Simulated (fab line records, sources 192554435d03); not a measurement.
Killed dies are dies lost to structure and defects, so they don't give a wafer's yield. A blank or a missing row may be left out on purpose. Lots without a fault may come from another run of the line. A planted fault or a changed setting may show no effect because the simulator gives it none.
Chamber matching | flow n5_finfet | N5_BEOL_M7_ILD_DEP_00 on pecvd-03: 3 sister chambers
The step deposits SiCOH lowk from DEMS/porogen, target thk 179.75 nm, time 33.4 s. 6 wafers are shown with their chamber, then 8 later ones without.

WAFERS WITH THEIR CHAMBER
wafer  | chamber | heater_power_w (W) | throttle_valve_pct (%)
L087.3 | 0       | 376                | 13.6
L087.4 | 2       | 307                | 13.8
L090.1 | 2       | 338                | 14.1
L090.4 | 0       | 378                | 13.7
L090.6 | 1       | 237                | 14.3
L093.1 | 1       | 222                | 14.6

WAFERS WITHOUT THEIR CHAMBER
wafer  | heater_power_w (W) | throttle_valve_pct (%)
L093.3 | 233                | 14.4
L093.6 | 384                | 13.6
L091.2 | 320                | 14.2
L091.3 | 378                | 13.9
L091.6 | 313                | 13.9
L096.4 | 253                | 14.6
L096.5 | 304                | 14.2
L096.6 | 354                | 13.7

WHICH CHAMBER EACH WENT THROUGH
wafer  | from the rows above     | in truth
L093.3 | 1                       | 1
L093.6 | 0                       | 0
L091.2 | 2                       | 2
L091.3 | 0                       | 0
L091.6 | 2                       | 2
L096.4 | 1                       | 1
L096.5 | 2                       | 2
L096.6 | can't be placed: 0 or 2 | 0
Placed correctly: 7 of 8. Can't be placed from these rows: 1 (the true chamber is among the candidates in 1). Placed wrongly: 0.
How it was worked out, from the rows above alone: a wafer's distance from a chamber is the root of the sum, over the readings, of the square of ((its reading less the chamber's mean) divided by the reading's scatter). The wafer belongs to the nearest chamber; if the next one is less than 2 further off, it can't be placed. A chamber's mean is the mean of its shown wafers. The scatter: the root of (the sum of the squares of (reading less its chamber's mean) over the shown wafers, divided by (wafers less chambers)).
